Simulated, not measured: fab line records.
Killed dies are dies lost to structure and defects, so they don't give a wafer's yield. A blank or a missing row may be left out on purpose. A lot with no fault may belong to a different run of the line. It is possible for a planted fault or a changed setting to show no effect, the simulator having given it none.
fab line records | flow nandHarc
record lots=6 | wafers=18 | lastDay=33
route steps=1302 shown A_ONON_D2@546 END@1302
lots with no fault: from the same line, run without faults
startH: start of the lot's first displayed wafer, in hours after the record's first day | waitH: hours from the lot's prior step to this one | " repeats the value in the row above | L1.1+2: one row covering several wafers at once | - value missing, or start not given | * or withheld: withheld | < > ~ a bound
route shown NAME@n: NAME is a module with steps in the file, n the number in the route of the first one | usual: the fault-free wafers' mean and standard deviation | same: alike in all rows | chamber/n: place in a boat | sites: per-site readings | _std_site: the values' standard deviation | _edge_site: mean of outer sites minus mean of inner sites | radiusMm: for every site, how far away it sits from the centre of the wafer | mask NAME#n: copy n | behind: the tool/chamber that last shaped the wafer | hold: why the lot was held/for how many hours/how that ended | device: transistor that didn't switch, given as n, p or np | end of line: tests run on the same wafers once the route is complete | step lacking rows: just its recipe | killed: the dies lost at the first sort to structure and to defects; this is not the yield of the wafer | map: shows each die of a wafer: x if killed, . if not, _ if none is there
set.NAME: the setting as run; set.NAME@STEP: as run at that earlier step | model.NAME: the simulator's own value behind a step, which no gauge read
certain route steps with their lots: each step a table, each wafer a row
services: from which hour (startH, from the record's first day; less than 0 if before it) a tool's chamber was out of use, for how many hours, and why
## steps
# step NHARC_A_ONON_D2_THK_MEAS_02
# recipe thkMeasGauge=ellipsometry
# usual thkNm=1000/9.2
lot.wafer | tool         | chamber | startH | waitH | thkNm
L793.2    | filmMetro-02 | -       | 284.02 | -     | 999
L793.3    | "            | -       | "      | "     | 999
L793.6    | "            | -       | "      | "     | 997
L797.1    | filmMetro-01 | -       | 309.21 | -     | 988
L797.2    | "            | -       | "      | "     | 989
L797.4    | "            | -       | "      | "     | 986
L802.1    | filmMetro-01 | -       | 386.28 | -     | 995
L802.2    | "            | -       | "      | "     | 996
L802.6    | "            | -       | "      | "     | 995
L811.1    | filmMetro-01 | -       | 464.28 | -     | 1005
L811.2    | "            | -       | "      | "     | 1004
L811.5    | "            | -       | "      | "     | 1005
L814.2    | filmMetro-02 | -       | 490.05 | -     | 992
L814.5    | "            | -       | "      | "     | 992
L814.6    | "            | -       | "      | "     | 991
L815.1    | filmMetro-01 | -       | 509.06 | -     | 993
L815.3    | "            | -       | "      | "     | 993
L815.5    | "            | -       | "      | "     | 994
# step NHARC_A_ONON_D2_DEP_03
# recipe targetThkA=10000 | n2FlowSccm=2750 | n2oFlowSccm=2000 | nh3FlowSccm=500 | sih4FlowSccm=210 | tempC=400
# step NHARC_A_ONON_D2_THK_MEAS_05
# recipe thkMeasGauge=ellipsometry
# usual thkNm=1000/8.2
lot.wafer | tool         | chamber | startH | waitH | thkNm
L793.2    | filmMetro-01 | -       | 284.58 | -     | 1008
L793.3    | "            | -       | "      | "     | 1010
L793.6    | "            | -       | "      | "     | 1010
L797.1    | filmMetro-01 | -       | 309.78 | -     | 997
L797.2    | "            | -       | "      | "     | 994
L797.4    | "            | -       | "      | "     | 994
L802.1    | filmMetro-01 | -       | 386.84 | -     | 1006
L802.2    | "            | -       | "      | "     | 1004
L802.6    | "            | -       | "      | "     | 1005
L811.1    | filmMetro-02 | -       | 464.85 | -     | 985
L811.2    | "            | -       | "      | "     | 983
L811.5    | "            | -       | "      | "     | 985
L814.2    | filmMetro-02 | -       | 490.62 | -     | 1002
L814.5    | "            | -       | "      | "     | 1001
L814.6    | "            | -       | "      | "     | 1002
L815.1    | filmMetro-02 | -       | 509.62 | -     | 999
L815.3    | "            | -       | "      | "     | 1000
L815.5    | "            | -       | "      | "     | 999
# step NHARC_A_ONON_D2_DEP_06
# recipe targetThkA=10000 | n2FlowSccm=2750 | n2oFlowSccm=2000 | nh3FlowSccm=500 | sih4FlowSccm=210 | tempC=400
# step NHARC_A_ONON_D2_THK_MEAS_08
# recipe thkMeasGauge=ellipsometry
# usual thkNm=1000/12
lot.wafer | tool         | chamber | startH | waitH | thkNm
L793.2    | filmMetro-01 | -       | 285.15 | -     | 995
L793.3    | "            | -       | "      | "     | 994
L793.6    | "            | -       | "      | "     | 994
L797.1    | filmMetro-02 | -       | 310.34 | -     | 1018
L797.2    | "            | -       | "      | "     | 1019
L797.4    | "            | -       | "      | "     | 1017
L802.1    | filmMetro-01 | -       | 387.40 | -     | 995
L802.2    | "            | -       | "      | "     | 994
L802.6    | "            | -       | "      | "     | 995
L811.1    | filmMetro-02 | -       | 465.42 | -     | 998
L811.2    | "            | -       | "      | "     | 998
L811.5    | "            | -       | "      | "     | 997
L814.2    | filmMetro-02 | -       | 491.19 | -     | 991
L814.5    | "            | -       | "      | "     | 988
L814.6    | "            | -       | "      | "     | 990
L815.1    | filmMetro-01 | -       | 510.19 | -     | 1007
L815.3    | "            | -       | "      | "     | 1007
L815.5    | "            | -       | "      | "     | 1007
# step NHARC_A_ONON_D2_DEP_09
# recipe targetThkA=10000 | n2FlowSccm=2750 | n2oFlowSccm=2000 | nh3FlowSccm=500 | sih4FlowSccm=210 | tempC=400
# step NHARC_A_ONON_D2_THK_MEAS_11
# recipe thkMeasGauge=ellipsometry
# usual thkNm=997/11
lot.wafer | tool         | chamber | startH | waitH | thkNm
L793.2    | filmMetro-01 | -       | 285.72 | -     | 985
L793.3    | "            | -       | "      | "     | 982
L793.6    | "            | -       | "      | "     | 981
L797.1    | filmMetro-01 | -       | 310.92 | -     | 1007
L797.2    | "            | -       | "      | "     | 1008
L797.4    | "            | -       | "      | "     | 1006
L802.1    | filmMetro-01 | -       | 387.97 | -     | 995
L802.2    | "            | -       | "      | "     | 994
L802.6    | "            | -       | "      | "     | 995
L811.1    | filmMetro-02 | -       | 465.99 | -     | 987
L811.2    | "            | -       | "      | "     | 988
L811.5    | "            | -       | "      | "     | 989
L814.2    | filmMetro-02 | -       | 491.75 | -     | 1009
L814.5    | "            | -       | "      | "     | 1007
L814.6    | "            | -       | "      | "     | 1007
L815.1    | filmMetro-01 | -       | 510.76 | -     | 993
L815.3    | "            | -       | "      | "     | 993
L815.5    | "            | -       | "      | "     | 992
# step NHARC_A_ONON_D2_DEP_12
# recipe targetThkA=10000 | n2FlowSccm=2750 | n2oFlowSccm=2000 | nh3FlowSccm=500 | sih4FlowSccm=210 | tempC=400
# step NHARC_A_ONON_D2_THK_MEAS_14
# recipe thkMeasGauge=ellipsometry
# usual thkNm=999/8.6
lot.wafer | tool         | chamber | startH | waitH | thkNm
L793.2    | filmMetro-02 | -       | 286.29 | -     | 1000
L793.3    | "            | -       | "      | "     | 1001
L793.6    | "            | -       | "      | "     | 1000
L797.1    | filmMetro-02 | -       | 311.48 | -     | 999
L797.2    | "            | -       | "      | "     | 1002
L797.4    | "            | -       | "      | "     | 1001
L802.1    | filmMetro-02 | -       | 388.53 | -     | 998
L802.2    | "            | -       | "      | "     | 1000
L802.6    | "            | -       | "      | "     | 998
L811.1    | filmMetro-01 | -       | 466.56 | -     | 997
L811.2    | "            | -       | "      | "     | 999
L811.5    | "            | -       | "      | "     | 998
L814.2    | filmMetro-02 | -       | 492.32 | -     | 998
L814.5    | "            | -       | "      | "     | 997
L814.6    | "            | -       | "      | "     | 997
L815.1    | filmMetro-01 | -       | 511.33 | -     | 997
L815.3    | "            | -       | "      | "     | 998
L815.5    | "            | -       | "      | "     | 1000
# step NHARC_A_ONON_D2_ANNEAL_15
# recipe tempC=750 | timeS=3600
# step NHARC_A_ONON_D2_DEP_16
# recipe targetThkA=10000 | n2FlowSccm=2750 | n2oFlowSccm=2000 | nh3FlowSccm=500 | sih4FlowSccm=210 | tempC=400
# step NHARC_A_ONON_D2_THK_MEAS_18
# recipe thkMeasGauge=ellipsometry
# usual thkNm=999/12
lot.wafer | tool         | chamber | startH | waitH | thkNm
L793.2    | filmMetro-02 | -       | 294.01 | -     | 999
L793.3    | "            | -       | "      | "     | 997
L793.6    | "            | -       | "      | "     | 999
L797.1    | filmMetro-02 | -       | 318.89 | -     | 1003
L797.2    | "            | -       | "      | "     | 1000
L797.4    | "            | -       | "      | "     | 1002
L802.1    | filmMetro-02 | -       | 395.96 | -     | 1003
L802.2    | "            | -       | "      | "     | 1003
L802.6    | "            | -       | "      | "     | 1002
L811.1    | filmMetro-02 | -       | 474.31 | -     | 979
L811.2    | "            | -       | "      | "     | 978
L811.5    | "            | -       | "      | "     | 977
L814.2    | filmMetro-02 | -       | 500.31 | -     | 981
L814.5    | "            | -       | "      | "     | 981
L814.6    | "            | -       | "      | "     | 982
L815.1    | filmMetro-02 | -       | 518.69 | -     | 984
L815.3    | "            | -       | "      | "     | 984
L815.5    | "            | -       | "      | "     | 985
# step NHARC_A_ONON_D2_DEP_19
# recipe targetThkA=10000 | n2FlowSccm=2750 | n2oFlowSccm=2000 | nh3FlowSccm=500 | sih4FlowSccm=210 | tempC=400
# usual n2FlowSccm=2750/8.6
lot.wafer | tool         | chamber | startH | waitH | n2FlowSccm
L793.2    | pecvdOnon-02 | 0       | 294.13 | 0.1   | 2757
L793.3    | "            | 0       | "      | "     | 2746
L793.6    | "            | 0       | "      | "     | 2742
L797.1    | pecvdOnon-01 | 0       | 318.94 | 0.1   | 2744
L797.2    | "            | 0       | "      | "     | 2750
L797.4    | "            | 0       | "      | "     | 2746
L802.1    | pecvdOnon-04 | 0       | 396.01 | 0.1   | 2736
L802.2    | "            | 0       | "      | "     | 2725
L802.6    | "            | 0       | "      | "     | 2732
L811.1    | pecvdOnon-02 | 0       | 474.36 | 0.1   | 2769
L811.2    | "            | 0       | "      | "     | 2752
L811.5    | "            | 0       | "      | "     | 2766
L814.2    | pecvdOnon-02 | 0       | 500.43 | 0.1   | 2754
L814.5    | "            | 0       | "      | "     | 2760
L814.6    | "            | 0       | "      | "     | 2748
L815.1    | pecvdOnon-01 | 0       | 518.74 | 0.1   | 2739
L815.3    | "            | 0       | "      | "     | 2744
L815.5    | "            | 0       | "      | "     | 2753
# step NHARC_A_ONON_D2_THK_MEAS_21
# recipe thkMeasGauge=ellipsometry
# usual thkNm=999/10
lot.wafer | tool         | chamber | startH | waitH | thkNm
L793.2    | filmMetro-02 | -       | 294.58 | -     | 998
L793.3    | "            | -       | "      | "     | 998
L793.6    | "            | -       | "      | "     | 998
L797.1    | filmMetro-01 | -       | 319.46 | -     | 1004
L797.2    | "            | -       | "      | "     | 1003
L797.4    | "            | -       | "      | "     | 1004
L802.1    | filmMetro-01 | -       | 396.52 | -     | 984
L802.2    | "            | -       | "      | "     | 985
L802.6    | "            | -       | "      | "     | 986
L811.1    | filmMetro-02 | -       | 474.88 | -     | 791
L811.2    | "            | -       | "      | "     | 791
L811.5    | "            | -       | "      | "     | 791
L814.2    | filmMetro-01 | -       | 500.88 | -     | 782
L814.5    | "            | -       | "      | "     | 784
L814.6    | "            | -       | "      | "     | 785
L815.1    | filmMetro-01 | -       | 519.26 | -     | 1021
L815.3    | "            | -       | "      | "     | 1019
L815.5    | "            | -       | "      | "     | 1021
# step NHARC_A_ONON_D2_DEP_22
# recipe targetThkA=10000 | n2FlowSccm=2750 | n2oFlowSccm=2000 | nh3FlowSccm=500 | sih4FlowSccm=210 | tempC=400
# step NHARC_END_SORT_01
# recipe tempC=25
# usual killedAtArray=63/17 | killedAtOther=0.8/1.1 | killedAtPeriphery=3.5/3 | killedDies=67/17 | killedOpen=3.1/1.6 | killedShort=2.6/1.4
# same grossDies=677
lot.wafer | tool      | chamber | startH | waitH | killedAtArray | killedAtOther | killedAtPeriphery | killedDies | killedOpen | killedShort
L802.1    | prober-01 | 0       | 671.45 | 2.5   | 44            | 3             | 0                 | 47         | 3          | 4
L802.2    | prober-01 | 0       | 672.25 | 2.8   | 41            | 1             | 0                 | 42         | 3          | 0
L802.6    | prober-01 | 0       | 675.44 | 4.0   | 46            | 0             | 5                 | 51         | 3          | 4
L811.1    | prober-01 | 0       | 751.10 | 2.5   | 676           | 0             | 1                 | 677        | 5          | 2
L811.2    | prober-01 | 0       | 751.92 | 2.8   | 676           | 0             | 1                 | 677        | 3          | 3
L811.5    | prober-01 | 0       | 754.36 | 3.8   | 675           | 1             | 1                 | 677        | 1          | 3
L814.2    | prober-01 | 0       | 771.86 | 2.8   | 676           | 0             | 1                 | 677        | 4          | 4
L814.5    | prober-01 | 0       | 774.27 | 3.7   | 673           | 1             | 3                 | 677        | 2          | 2
L814.6    | prober-01 | 0       | 775.07 | 4.0   | 673           | 2             | 2                 | 677        | 3          | 4
# killed by level:class
L802.1 A_CHANNEL_HOLE_D2:chamberFilmFlake=19 A_CHANNEL_HOLE_D1:chamberFilmFlake=7 A_CHANNEL_FILL_D2:chamberFilmFlake=4 A_CHANNEL_FILL_D1:chamberFilmFlake=3 A_BLC:chamberFilmFlake=2 THIN_TSV:chamberFilmFlake=2 A_CHANNEL_FILL_D1:geometricParticle:short=1 A_ONON_D2:geometricParticle:short=1
L802.2 A_CHANNEL_HOLE_D2:chamberFilmFlake=24 A_CHANNEL_HOLE_D1:chamberFilmFlake=7 A_CHANNEL_FILL_D2:chamberFilmFlake=2 A_CONTACT:chamberFilmFlake=2 A_ONON_D1:geometricParticle:open=1 A_WL_FILL:geometricParticle:open=1 A_M0:geometricParticle:open=1 A_ZERO_WELL:chamberFilmFlake=1
L802.6 A_CHANNEL_HOLE_D2:chamberFilmFlake=24 A_CHANNEL_FILL_D1:chamberFilmFlake=6 A_CHANNEL_HOLE_D1:chamberFilmFlake=4 P_CONTACT:geometricParticle:open=2 A_WL_FILL:geometricParticle:short=2 P_ZERO_WELL:chamberFilmFlake=2 A_SLIT:chamberFilmFlake=2 A_CONTACT:chamberFilmFlake=2
L811.1 A_ONON_D2:areaDep=595 A_CHANNEL_HOLE_D1:chamberFilmFlake=31 A_SLIT:chamberFilmFlake=29 A_CONTACT:chamberFilmFlake=5 A_CHANNEL_HOLE_D2:chamberFilmFlake=3 A_STAIRCASE:chamberFilmFlake=2 A_ONON_D1:geometricParticle:short=1 A_ONON_D1:geometricParticle:open=1
L811.2 A_ONON_D2:areaDep=588 A_CHANNEL_HOLE_D1:chamberFilmFlake=31 A_SLIT:chamberFilmFlake=31 A_CHANNEL_HOLE_D2:chamberFilmFlake=7 A_STAIRCASE:chamberFilmFlake=6 A_CONTACT:chamberFilmFlake=3 A_BLC:chamberFilmFlake=3 A_CHANNEL_FILL_D2:chamberFilmFlake=2
L811.5 A_ONON_D2:areaDep=573 A_SLIT:chamberFilmFlake=39 A_CHANNEL_HOLE_D1:chamberFilmFlake=35 A_CONTACT:chamberFilmFlake=7 A_BLC:chamberFilmFlake=5 A_DECK1_JOINT:chamberFilmFlake=3 A_CHANNEL_HOLE_D2:chamberFilmFlake=3 A_CHANNEL_FILL_D2:chamberFilmFlake=2
L814.2 A_ONON_D2:areaDep=617 A_CHANNEL_HOLE_D2:chamberFilmFlake=24 A_CHANNEL_HOLE_D1:chamberFilmFlake=13 A_SLIT:chamberFilmFlake=9 A_CONTACT:chamberFilmFlake=3 A_DECK1_JOINT:geometricParticle:open=2 A_STAIRCASE:chamberFilmFlake=2 P_CONTACT:geometricParticle:short=1
L814.5 A_ONON_D2:areaDep=619 A_CHANNEL_HOLE_D2:chamberFilmFlake=31 A_SLIT:chamberFilmFlake=10 A_CHANNEL_HOLE_D1:chamberFilmFlake=7 A_CONTACT:chamberFilmFlake=3 P_CONTACT:geometricParticle:short=1 P_CONTACT:geometricParticle:open=1 A_WL_FILL:geometricParticle:short=1
L814.6 A_ONON_D2:areaDep=631 A_CHANNEL_HOLE_D2:chamberFilmFlake=21 A_CHANNEL_HOLE_D1:chamberFilmFlake=14 A_SLIT:chamberFilmFlake=3 P_M0:geometricParticle:open=2 A_DECK1_JOINT:geometricParticle:open=1 A_ONON_D2:geometricParticle:short=1 A_CHANNEL_FILL_D2:geometricParticle:short=1
# map L811.1 (x killed, . not)
____________x____________
_________xxxxxxx_________
_______xxxxxxxxxxx_______
______xxxxxxxxxxxxx______
_____xxxxxxxxxxxxxxx_____
____xxxxxxxxxxxxxxxxx____
____xxxxxxxxxxxxxxxxx____
___xxxxxxxxxxxxxxxxxxx___
___xxxxxxxxxxxxxxxxxxx___
__xxxxxxxxxxxxxxxxxxxxx__
__xxxxxxxxxxxxxxxxxxxxx__
_xxxxxxxxxxxxxxxxxxxxxxx_
_xxxxxxxxxxxxxxxxxxxxxxx_
_xxxxxxxxxxxxxxxxxxxxxxx_
_xxxxxxxxxxxxxxxxxxxxxxx_
_xxxxxxxxxxxxxxxxxxxxxxx_
xxxxxxxxxxxxxxxxxxxxxxxxx
xxxxxxxxxxxxxxxxxxxxxxxxx
xxxxxxxxxxxxxxxxxxxxxxxxx
xxxxxxxxxxxxxxxxxxxxxxxxx
xxxxxxxxxxxxxxxxxxxxxxxxx
_xxxxxxxxxxxxxxxxxxxxxxx_
_xxxxxxxxxxxxxxxxxxxxxxx_
_xxxxxxxxxxxxxxxxxxxxxxx_
_xxxxxxxxxxxxxxxxxxxxxxx_
_xxxxxxxxxxxxxxxxxxxxxxx_
__xxxxxxxxxxxxxxxxxxxxx__
__xxxxxxxxxxxxxxxxxxxxx__
___xxxxxxxxxxxxxxxxxxx___
___xxxxxxxxxxxxxxxxxxx___
____xxxxxxxxxxxxxxxxx____
____xxxxxxxxxxxxxxxxx____
_____xxxxxxxxxxxxxxx_____
______xxxxxxxxxxxxx______
_______xxxxxxxxxxx_______
_________xxxxxxx_________
____________x____________
# map L814.2 (x killed, . not)
____________x____________
_________xxxxxxx_________
_______xxxxxxxxxxx_______
______xxxxxxxxxxxxx______
_____xxxxxxxxxxxxxxx_____
____xxxxxxxxxxxxxxxxx____
____xxxxxxxxxxxxxxxxx____
___xxxxxxxxxxxxxxxxxxx___
___xxxxxxxxxxxxxxxxxxx___
__xxxxxxxxxxxxxxxxxxxxx__
__xxxxxxxxxxxxxxxxxxxxx__
_xxxxxxxxxxxxxxxxxxxxxxx_
_xxxxxxxxxxxxxxxxxxxxxxx_
_xxxxxxxxxxxxxxxxxxxxxxx_
_xxxxxxxxxxxxxxxxxxxxxxx_
_xxxxxxxxxxxxxxxxxxxxxxx_
xxxxxxxxxxxxxxxxxxxxxxxxx
xxxxxxxxxxxxxxxxxxxxxxxxx
xxxxxxxxxxxxxxxxxxxxxxxxx
xxxxxxxxxxxxxxxxxxxxxxxxx
xxxxxxxxxxxxxxxxxxxxxxxxx
_xxxxxxxxxxxxxxxxxxxxxxx_
_xxxxxxxxxxxxxxxxxxxxxxx_
_xxxxxxxxxxxxxxxxxxxxxxx_
_xxxxxxxxxxxxxxxxxxxxxxx_
_xxxxxxxxxxxxxxxxxxxxxxx_
__xxxxxxxxxxxxxxxxxxxxx__
__xxxxxxxxxxxxxxxxxxxxx__
___xxxxxxxxxxxxxxxxxxx___
___xxxxxxxxxxxxxxxxxxx___
____xxxxxxxxxxxxxxxxx____
____xxxxxxxxxxxxxxxxx____
_____xxxxxxxxxxxxxxx_____
______xxxxxxxxxxxxx______
_______xxxxxxxxxxx_______
_________xxxxxxx_________
____________x____________
## services
tool         | chamber | startH | hours | kind
pecvdOnon-04 | -       | 311.28 | 13.0  | pm
pecvdOnon-02 | -       | 366.18 | 13.0  | pm
pecvdOnon-01 | -       | 450.00 | 13.0  | pm
pecvdOnon-04 | -       | 492.28 | 13.0  | pm
## key
firstSign step=NHARC_A_ONON_D2_THK_MEAS_21 | reading=thkNm | direction=down | sigmas=20 | usual=999 | struck=787
effect step=NHARC_END_SORT_01 | reading=killedAtArray | direction=up | sigmas=35 | usual=63 | struck=675
moreKillsBornAt NHARC_A_ONON_D2_DEP_19@pecvdOnon-02=3623
metAt NHARC_A_ONON_D2_DEP_19
struckWafers L811.1,L811.2,L811.5,L814.2,L814.5,L814.6
laterRowsLeftOut L811.1,L811.2,L811.5,L814.2,L814.5,L814.6
testerLeftOut L811,L814
onsetBetween 294.13 474.36
fault kind=processParameterDrift | tool=pecvdOnon-02 | chamber=- | onsetH=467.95 | steps=NHARC_A_ONON_D2_DEP_19 | channel=targetThkA | offset=* | shape=step | endH=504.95 | actsIn=* | stated=*
# testerLeftOut: of these lots the tester's yield and bins aren't shown, on N5 and GAA mostly nor the transistor test; their killed dies are dies lost to structure and defects alone, not to doping, threshold or leakage, so they don't give the yield
# laterRowsLeftOut: the simulator's readings of these wafers behind a module that went badly wrong aren't trusted and aren't shown, but for the sort
